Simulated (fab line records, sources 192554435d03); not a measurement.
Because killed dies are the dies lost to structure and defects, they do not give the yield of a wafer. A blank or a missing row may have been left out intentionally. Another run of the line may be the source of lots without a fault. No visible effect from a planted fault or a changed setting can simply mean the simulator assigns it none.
fab line records	flow n5-finfet
record: lots: 9	wafers: 27	last-day: 17
route steps=1938 shown BEOL_M0@720 BEOL_M4@1111 PASSIVATION@1936
lots that met no fault: from a run of the same line without faults
start-h: hours from the record's opening day to when the first of the lot's shown wafers began	wait-h: hours from the lot's prior step to this one	" as in the row above	L1.1+2: one row covering several wafers at once	- value missing, or start not given	* or withheld: withheld	< > ~ a bound
route shown NAME@n: a module of which the file shows steps, and the number in the route of the first	usual: mean/standard deviation taken from wafers without a fault	same: alike in all rows	chamber/n: place in a boat	sites: each site's reading	_std_site: how widely they spread, as a standard deviation	_edge_site: inner sites' mean taken away from outer sites' mean	radius-mm: how far each site lies from the wafer's centre	mask NAME#n: copy n	behind: tool/chamber where the wafer was last shaped	hold: why the lot went on hold/how many hours it stayed there/how the hold came to an end	device: whichever transistor did not switch (one of n, p or np)	end of line: the tests these same wafers got at the end of their route	step lacking rows: just its recipe	killed: not the wafer's yield, but the dies lost to structure and defects at the first sort	map: dies across one wafer; x = killed, . = not, _ = none there
set.NAME: the setting that was run; set.NAME@STEP: the one run at that earlier step	model.NAME: the simulator's own value behind a step, which no gauge read
the route's steps for a sample of lots (tables are steps, rows are wafers)
services: when a tool's chamber went out of use (start-h, in hours from the record's first day, below 0 if earlier), for how many hours, and the reason
== steps ==
step: N5_BEOL_M0_ETCH_128
recipe: chemistry: CF4/N2	target-depth-a: 120	overetch-a: 51	target: SiCN	time-s: 21.4	ion-energy-ev: 150	pressure-mtorr: 40	source-w: 430	bias-w: 70	Ar_flow_sccm: 100	cf4-flow-sccm: 60	n2-flow-sccm: 60
usual: cf4-flow-sccm: 59.99/0.21	drypump-motor-current-A: 5.8/0.45	oes-product-au: 0.56/0.063	rf-vpp-V: 382.8/1.6	showerhead-plenum-p-Torr: 2.23/0.056	throttle-valve-pct: 15.42/0.25
lot.wafer	tool	chamber	start-h	wait-h	cf4-flow-sccm	drypump-motor-current-A	oes-product-au	rf-hours-counter-h	rf-vpp-V	showerhead-plenum-p-Torr	throttle-valve-pct
L793.2	rie-diel-03	0	119.53	0.2	60.05	5.9	0.47	258	383.9	2.26	15.90
L793.3	"	1	"	"	59.45	6.0	0.63	16	381.6	2.17	15.31
L793.6	"	0	"	"	59.95	5.9	0.47	-	384.0	2.26	15.95
L794.2	rie-diel-01	3	121.63	0.0	59.78	5.5	0.49	203	382.3	2.19	15.57
L794.5	"	1	"	"	60.14	6.4	0.61	-	383.5	2.24	15.01
L794.6	"	0	"	"	60.15	6.7	0.48	-	384.0	2.27	15.71
L802.1	rie-diel-03	1	172.50	0.3	60.08	6.0	0.60	42	381.8	2.16	15.34
L802.5	"	3	"	"	59.75	5.7	0.66	-	381.1	2.16	14.98
L802.6	"	2	"	"	60.18	5.3	0.62	-	383.0	2.25	15.36
L803.3	rie-diel-06	0	183.34	0.1	59.62	5.2	0.54	136	384.4	2.31	15.49
L803.4	"	3	"	"	60.02	5.7	0.51	178	383.3	2.20	15.83
L803.5	"	2	"	"	59.94	5.5	0.47	-	382.8	2.26	15.75
L804.1	rie-diel-06	0	190.04	0.0	59.93	5.1	0.55	139	385.6	2.30	15.50
L804.4	"	3	"	"	60.18	5.7	0.52	-	382.3	2.20	15.85
L804.5	"	1	"	"	59.97	6.0	0.61	-	385.4	2.34	15.16
L808.1	rie-diel-06	2	210.99	0.0	59.95	5.6	0.67	2	382.7	2.26	15.23
L808.2	"	0	"	"	60.09	5.1	0.54	149	384.2	2.30	15.51
L808.4	"	3	"	"	59.85	5.7	0.51	191	383.0	2.19	15.84
L809.3	rie-diel-03	0	214.33	0.2	59.75	5.9	0.61	29	383.5	2.25	15.45
L809.4	"	1	"	"	60.00	6.0	0.58	57	380.9	2.15	15.39
L809.6	"	2	"	"	59.88	5.3	0.61	-	384.7	2.24	15.38
L813.1	rie-diel-06	1	234.73	0.0	59.79	6.0	0.57	56	386.2	2.34	15.21
L813.4	"	3	"	"	59.95	5.7	0.50	199	381.5	2.19	15.85
L813.6	"	2	"	"	59.57	5.5	0.65	-	384.6	2.26	15.25
L815.2	rie-diel-03	3	246.05	0.1	60.33	5.7	0.63	28	380.8	2.16	15.02
L815.3	"	1	"	"	59.75	6.0	0.57	67	379.1	2.15	15.40
L815.4	"	2	"	"	59.96	5.3	0.60	51	381.7	2.24	15.42
step: N5_BEOL_M0_STRIP_142
recipe: chemistry: N2/H2	time-s: 10	power-w: 450	temp-c: 40	pressure-mtorr: 20	rf-frequency-hz: 6e+07	bias-power-w: 7	n2-flow-sccm: 200	h2-flow-sccm: 200
usual: bias-power-w: 7.003/0.02	chamber-pressure-mTorr: 19.999/0.018	drypump-motor-current-A: 5.8/0.44	oes-product-au: 0.82/0.091	rf-vpp-V: 59.2/0.92	showerhead-plenum-p-Torr: 2.57/0.068	throttle-valve-pct: 23.7/0.32
lot.wafer	tool	chamber	start-h	wait-h	bias-power-w	chamber-pressure-mTorr	drypump-motor-current-A	oes-product-au	rf-hours-counter-h	rf-vpp-V	showerhead-plenum-p-Torr	throttle-valve-pct
L793.2	rie-diel-03	0	119.60	0.0	7.044	19.968	5.9	0.68	258	56.7	2.59	24.1
L793.3	"	1	"	"	6.994	19.997	6.0	0.90	16	59.4	2.49	23.6
L793.6	"	0	"	"	7.006	20.010	5.9	0.68	-	59.8	2.59	24.1
L794.2	rie-diel-01	3	121.70	0.0	6.994	19.990	5.5	0.72	203	57.7	2.52	24.0
L794.5	"	1	"	"	6.993	19.987	6.4	0.88	-	58.8	2.57	23.0
L794.6	"	0	"	"	7.052	19.996	6.7	0.70	-	58.8	2.62	23.8
L802.1	rie-diel-03	1	172.57	0.0	-	-	-	-	-	-	-	-
L802.5	"	3	"	"	-	-	-	-	-	-	-	-
L802.6	"	2	"	"	-	-	-	-	-	-	-	-
L803.3	rie-diel-06	0	183.41	0.0	-	-	-	-	-	-	-	-
L803.4	"	3	"	"	-	-	-	-	-	-	-	-
L803.5	"	2	"	"	-	-	-	-	-	-	-	-
L804.1	rie-diel-06	0	190.10	0.0	-	-	-	-	-	-	-	-
L804.4	"	3	"	"	-	-	-	-	-	-	-	-
L804.5	"	1	"	"	-	-	-	-	-	-	-	-
L808.1	rie-diel-06	2	211.05	0.0	7.002	19.995	5.6	1.00	2	59.1	2.61	23.7
L808.2	"	0	"	"	6.964	19.994	5.2	0.78	149	59.7	2.65	23.9
L808.4	"	3	"	"	6.983	20.011	5.7	0.75	191	58.6	2.53	24.3
L809.3	rie-diel-03	0	214.40	0.0	7.015	19.968	5.9	0.92	29	59.8	2.58	23.8
L809.4	"	1	"	"	6.977	19.992	6.0	0.84	57	58.7	2.47	23.7
L809.6	"	2	"	"	6.981	20.023	5.3	0.87	-	58.2	2.59	23.7
L813.1	rie-diel-06	1	234.79	0.0	6.989	19.980	6.0	0.86	56	59.5	2.69	23.3
L813.4	"	3	"	"	7.008	20.003	5.7	0.73	199	58.4	2.53	24.3
L813.6	"	2	"	"	6.975	20.016	5.6	0.95	-	59.5	2.61	23.8
L815.2	rie-diel-03	3	246.12	0.0	7.039	20.022	5.8	0.90	28	58.2	2.48	23.5
L815.3	"	1	"	"	7.025	19.978	6.0	0.81	67	58.3	2.47	23.7
L815.4	"	2	"	"	6.988	19.981	5.3	0.85	51	59.2	2.59	23.7
step: N5_BEOL_M0_OCD_MEAS_108
usual: trench-depth-nm: 32.8/0.7
lot.wafer	tool	chamber	start-h	wait-h	trench-depth-nm
L793.2	ocd-02	-	119.68	0.1	32.4
L793.3	"	-	"	"	33.6
L793.6	"	-	"	"	32.3
L794.2	ocd-01	-	121.78	0.1	33.5
L794.5	"	-	"	"	33.1
L794.6	"	-	"	"	31.6
L802.1	ocd-01	-	172.65	0.1	32.6
L802.5	"	-	"	"	34.0
L802.6	"	-	"	"	31.4
L803.3	ocd-02	-	183.50	0.1	31.7
L803.4	"	-	"	"	33.1
L803.5	"	-	"	"	32.8
L804.1	ocd-01	-	190.18	0.1	31.5
L804.4	"	-	"	"	33.6
L804.5	"	-	"	"	33.6
L808.1	ocd-02	-	211.14	0.1	33.0
L808.2	"	-	"	"	32.2
L808.4	"	-	"	"	33.8
L809.3	ocd-02	-	214.48	0.1	33.5
L809.4	"	-	"	"	32.9
L809.6	"	-	"	"	31.8
L813.1	ocd-02	-	234.87	0.1	33.3
L813.4	"	-	"	"	33.6
L813.6	"	-	"	"	32.7
L815.2	ocd-02	-	246.20	0.1	34.4
L815.3	"	-	"	"	33.0
L815.4	"	-	"	"	32.1
step: N5_BEOL_M0_SURFACE_TREAT_137
recipe: gas: Ar	time-s: *	ion-energy-ev: *	ion-current-ma-cm2: 0.5	pressure-mtorr: *	ar-flow-sccm: 30
usual: throttle-valve-pct: *
lot.wafer	tool	chamber	start-h	wait-h	throttle-valve-pct
L793.2	pvd-sputter-01	-	121.81	0.2	*
L793.3	"	-	"	"	*
L793.6	"	-	"	"	*
L794.2	pvd-sputter-02	-	122.77	0.1	*
L794.5	"	-	"	"	*
L794.6	"	-	"	"	*
L802.1	pvd-sputter-02	-	174.47	0.2	*
L802.5	"	-	"	"	*
L802.6	"	-	"	"	*
L803.3	pvd-sputter-02	-	184.45	0.1	*
L803.4	"	-	"	"	*
L803.5	"	-	"	"	*
L804.1	pvd-sputter-02	-	193.11	0.2	*
L804.4	"	-	"	"	*
L804.5	"	-	"	"	*
L808.1	pvd-sputter-03	-	212.13	0.2	*
L808.2	"	-	"	"	*
L808.4	"	-	"	"	*
L809.3	pvd-sputter-01	-	215.53	0.4	*
L809.4	"	-	"	"	*
L809.6	"	-	"	"	*
L813.1	pvd-sputter-01	-	235.82	0.2	*
L813.4	"	-	"	"	*
L813.6	"	-	"	"	*
L815.2	pvd-sputter-01	-	246.98	0.1	*
L815.3	"	-	"	"	*
L815.4	"	-	"	"	*
step: N5_BEOL_M4_RC_MEAS_101
usual: DIBL_N: 36.0/1.7	DIBL_P: 36.0/2	IOFF_N: 0.156/0.028	IOFF_P: 0.21/0.04	ION_N: 673/12	ION_P: 463/8.3	SS_N: 71.4/0.6	SS_P: 73.3/0.66	VT_N: 250/3	VT_P: -250/3.8
lot.wafer	tool	chamber	start-h	wait-h	DIBL_N[mV/V]	DIBL_P[mV/V]	IOFF_N[nA/um]	IOFF_P[nA/um]	ION_N[uA/um]	ION_P[uA/um]	SS_N[mV/dec]	SS_P[mV/dec]	VT_N[mV]	VT_P[mV]
L793.2	prober-01	0	165.53	0.2	35.2	35.4	0.146	0.20	668	470	71.2	73.2	252	-250
L793.3	"	0	"	"	33.2	33.1	0.118	0.16	661	461	70.4	73.0	254	-253
L793.6	"	0	"	"	33.7	34.3	0.132	0.19	667	458	71.0	72.7	252	-250
L794.2	prober-01	0	173.52	0.2	33.3	32.2	0.102	0.17	653	460	70.6	72.2	256	-253
L794.5	"	0	"	"	35.7	35.4	0.135	0.20	654	456	72.1	73.7	254	-251
L794.6	"	0	"	"	35.2	34.4	0.136	0.20	666	459	71.4	72.7	254	-249
L802.1	prober-02	0	216.26	0.0	37.0	36.3	0.172	0.20	684	466	72.0	73.8	248	-253
L802.5	"	0	"	"	36.4	35.2	0.160	0.18	684	468	71.0	73.5	248	-253
L802.6	"	0	"	"	36.6	36.0	0.163	0.19	682	461	71.5	73.7	251	-253
L803.3	prober-02	0	227.16	0.3	32.3	32.4	0.112	0.19	658	462	70.2	72.7	254	-249
L803.4	"	0	"	"	34.6	35.4	0.156	0.23	682	467	71.0	73.5	250	-247
L803.5	"	0	"	"	34.7	35.3	0.142	0.22	660	459	71.6	73.2	252	-247
L804.1	prober-01	0	236.13	0.0	39.2	38.8	0.220	0.28	699	477	72.1	74.7	243	-247
L804.4	"	0	"	"	32.8	30.8	0.107	0.16	658	465	70.5	72.3	254	-252
L804.5	"	0	"	"	35.6	34.7	0.146	0.21	670	463	71.4	73.2	252	-252
L808.1	prober-02	0	254.02	0.0	38.0	39.2	0.202	0.22	691	464	72.0	74.4	245	-251
L808.2	"	0	"	"	36.2	36.7	0.174	0.19	681	458	71.3	73.9	248	-252
L808.4	"	0	"	"	33.9	34.5	0.133	0.16	667	457	70.4	73.4	251	-256
L809.3	prober-02	0	263.12	0.3	38.2	39.8	0.180	0.26	676	466	71.8	73.4	248	-246
L809.4	"	0	"	"	37.0	38.4	0.150	0.23	660	456	71.2	73.9	251	-247
L809.6	"	0	"	"	34.4	35.9	0.121	0.20	663	460	70.9	72.9	253	-250
L815.2	prober-01	0	298.67	0.2	35.1	35.2	0.132	0.16	676	463	70.9	72.4	251	-254
L815.3	"	0	"	"	36.1	36.0	0.156	0.18	674	461	71.5	73.2	250	-256
L815.4	"	0	"	"	35.9	36.8	0.150	0.19	680	462	71.0	72.9	251	-253
L813.1	prober-01	0	300.79	0.0	38.1	38.5	0.208	0.24	692	468	71.7	73.9	247	-249
L813.4	"	0	"	"	37.2	36.4	0.179	0.20	673	455	71.9	73.5	249	-254
L813.6	"	0	"	"	38.8	38.3	0.202	0.25	686	466	72.1	74.6	246	-250
step: N5_PASSIVATION_PROBE_49
usual: defect-limited-yield: 91.6/1.6	killed_at_M0_to_M3: 31/10	killed_at_M4_up: 14/6.3	killed-at-contacts: 12/6.1	killed-at-front-end: 39/12	killed-at-other: 3.7/2.8	killed-dies: 100/19	killed-open: 66/14	killed-short: 33/8.1	sort_bin_5_function: 5.0/1.1	sort_bin_6_memory: 3.2/0.66	sort-n-pass: 1080/18	sort-yield-pct: 91.6/1.6
same: gross-dies: 1180	killed-at-back-side: 0	sort_bin_4_leakage[%]: 0	sort_bin_8_speed[%]: 0
lot.wafer	tool	chamber	start-h	wait-h	defect-limited-yield[%]	killed_at_M0_to_M3	killed_at_M4_up	killed-at-contacts	killed-at-front-end	killed-at-other	killed-dies	killed-open	killed-short	sort_bin_5_function[%]	sort_bin_6_memory[%]	sort-n-pass	sort-yield-pct[%]
L803.3	prober-01	-	331.12	0.1	83.5	122	12	8	50	3	195	147	45	10.3	5.7	985	83.5
L803.4	prober-01	-	331.17	0.2	83.4	133	12	10	36	5	196	133	59	10.8	5.4	984	83.4
L803.5	prober-01	-	331.22	0.2	84.4	123	19	13	28	1	184	118	64	10.0	4.8	996	84.4
L802.1	prober-02	-	334.33	0.0	83.6	107	24	7	50	5	193	138	50	10.2	5.4	987	83.6
L802.5	prober-02	-	334.53	0.2	86.0	92	18	6	47	2	165	124	41	8.5	5.2	1015	86.0
L802.6	prober-02	-	334.58	0.3	83.3	108	23	11	50	5	197	145	48	11.1	4.9	983	83.3
L804.1	prober-01	-	339.24	0.0	85.6	117	10	6	30	7	170	128	41	8.0	6.1	1010	85.6
L804.4	prober-01	-	339.39	0.2	87.6	97	15	3	29	2	146	101	45	7.3	4.3	1034	87.6
L804.5	prober-01	-	339.44	0.2	88.1	95	9	4	25	8	141	97	41	6.5	4.7	1039	88.1
killed by level:class
L803.3 BEOL_M0:geometric-particle:open=67 BEOL_M0_SAQP:geometric-particle:open=14 FIN_SAQP:geometric-particle:short=13 BEOL_M0:geometric-particle:short=12 FIN_SAQP:geometric-particle:open=10 BEOL_M3:geometric-particle:open=10 STI_FIN_REVEAL:geometric-particle:open=9 BEOL_M0_SAQP:geometric-particle:short=9
L803.4 BEOL_M0:geometric-particle:open=86 BEOL_M0:geometric-particle:short=18 FIN_SAQP:geometric-particle:short=12 BEOL_M0_SAQP:geometric-particle:short=11 FIN_SAQP:geometric-particle:open=7 MOL_CONTACT_COAG:geometric-particle:open=7 BEOL_M0_SAQP:geometric-particle:open=6 BEOL_M3:geometric-particle:open=4
L803.5 BEOL_M0:geometric-particle:open=61 BEOL_M0:geometric-particle:short=21 BEOL_M0_SAQP:geometric-particle:short=16 MOL_CONTACT_COAG:geometric-particle:open=10 GATE_CUT:geometric-particle:short=8 BEOL_M0_SAQP:geometric-particle:open=6 BEOL_M3:geometric-particle:open=6 BEOL_M4:geometric-particle:open=6
L802.1 BEOL_M0:geometric-particle:open=66 FIN_SAQP:geometric-particle:open=19 BEOL_M0:geometric-particle:short=13 BEOL_M4:geometric-particle:open=11 BEOL_M0_SAQP:geometric-particle:open=10 STARTING-WAFER:geometric-particle:short=7 MOL_CONTACT_COAG:geometric-particle:open=6 BEOL_M0_SAQP:geometric-particle:short=6
L802.5 BEOL_M0:geometric-particle:open=60 STI_FIN_REVEAL:geometric-particle:open=14 BEOL_M0:geometric-particle:short=13 BEOL_M4:geometric-particle:open=12 BEOL_M2:geometric-particle:open=10 FIN_SAQP:geometric-particle:open=9 MOL_CONTACT_COAG:geometric-particle:open=5 STI_FIN_REVEAL:geometric-particle:short=4
L802.6 BEOL_M0:geometric-particle:open=66 FIN_SAQP:geometric-particle:open=17 BEOL_M0:geometric-particle:short=16 MOL_CONTACT_COAG:geometric-particle:open=10 BEOL_M4:geometric-particle:open=9 DUMMY_GATE:geometric-particle:open=7 FIN_SAQP:geometric-particle:short=6 BEOL_M0_SAQP:geometric-particle:short=5
L804.1 BEOL_M0:geometric-particle:open=65 BEOL_M0:geometric-particle:short=18 BEOL_M2:geometric-particle:open=13 BEOL_M3:geometric-particle:open=12 FIN_SAQP:geometric-particle:open=9 GATE_CUT:geometric-particle:short=6 BEOL_M4:geometric-particle:open=5 DUMMY_GATE:geometric-particle:open=4
L804.4 BEOL_M0:geometric-particle:open=44 BEOL_M0:geometric-particle:short=23 BEOL_M2:geometric-particle:open=9 FIN_SAQP:geometric-particle:open=8 BEOL_M3:geometric-particle:open=6 FIN_SAQP:geometric-particle:short=5 BEOL_M0_SAQP:geometric-particle:open=5 GATE_CUT:geometric-particle:short=4
L804.5 BEOL_M0:geometric-particle:open=58 BEOL_M0:geometric-particle:short=16 BEOL_M2:geometric-particle:open=7 FIN_SAQP:geometric-particle:short=5 GATE_CUT:geometric-particle:short=5 BEOL_M4:geometric-particle:open=5 BEOL_M3:geometric-particle:open=4 GATE_CUT:geometric-particle:open=3
== services ==
tool	chamber	start-h	hours	kind
rie-diel-03	2	98.71	-	clean
rie-diel-03	2	98.71	-	consumable-replace:focus-ring
rie-diel-03	2	98.71	21.3	scheduled-down
rie-diel-03	2	98.71	21.3	vent-cycle
rie-diel-03	-	111.30	2.4	repair
rie-diel-03	0	120.24	-	clean
rie-diel-03	0	120.24	-	consumable-replace:focus-ring
rie-diel-03	0	120.24	20.2	scheduled-down
rie-diel-03	0	120.24	20.2	vent-cycle
pvd-sputter-01	-	129.72	1.9	repair
rie-diel-06	1	132.23	6.0	repair
rie-diel-06	0	133.63	5.5	repair
rie-diel-06	-	139.31	0.5	repair
rie-diel-03	3	140.46	-	clean
rie-diel-03	3	140.46	-	consumable-replace:focus-ring
rie-diel-03	3	140.46	22.1	scheduled-down
rie-diel-03	3	140.46	22.1	vent-cycle
rie-diel-06	3	155.87	5.8	repair
rie-diel-01	0	167.59	-	clean
rie-diel-06	2	184.66	-	clean
rie-diel-06	2	184.66	-	consumable-replace:focus-ring
rie-diel-06	2	184.66	21.6	scheduled-down
rie-diel-06	2	184.66	21.6	vent-cycle
rie-diel-03	-	221.21	0.3	repair
== key ==
first-sign: step: N5_BEOL_M0_STRIP_142	reading: tool-record	direction: missing
effect: step: N5_PASSIVATION_PROBE_49	reading: killed_at_M0_to_M3	direction: up	sigmas: 7.7	usual: 31	struck: 110
more-kills-born-at: N5_BEOL_M0_STRIP_142@rie-diel-06: 475	N5_BEOL_M0_STRIP_142@rie-diel-03: 229
met-at N5_BEOL_M0_STRIP_142
struck-lots L802,L803,L804
not-acting-at N5_BEOL_M0_ETCH_128,N5_BEOL_M0_OCD_MEAS_108,N5_BEOL_M0_SURFACE_TREAT_137
onset-between 119.60 172.57
fault: kind: skipped-step-whole	tool: rie-diel-03,rie-diel-06	chamber: -	onset-h: 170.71	steps: N5_BEOL_M0_STRIP_142	scope: struck-lots-only
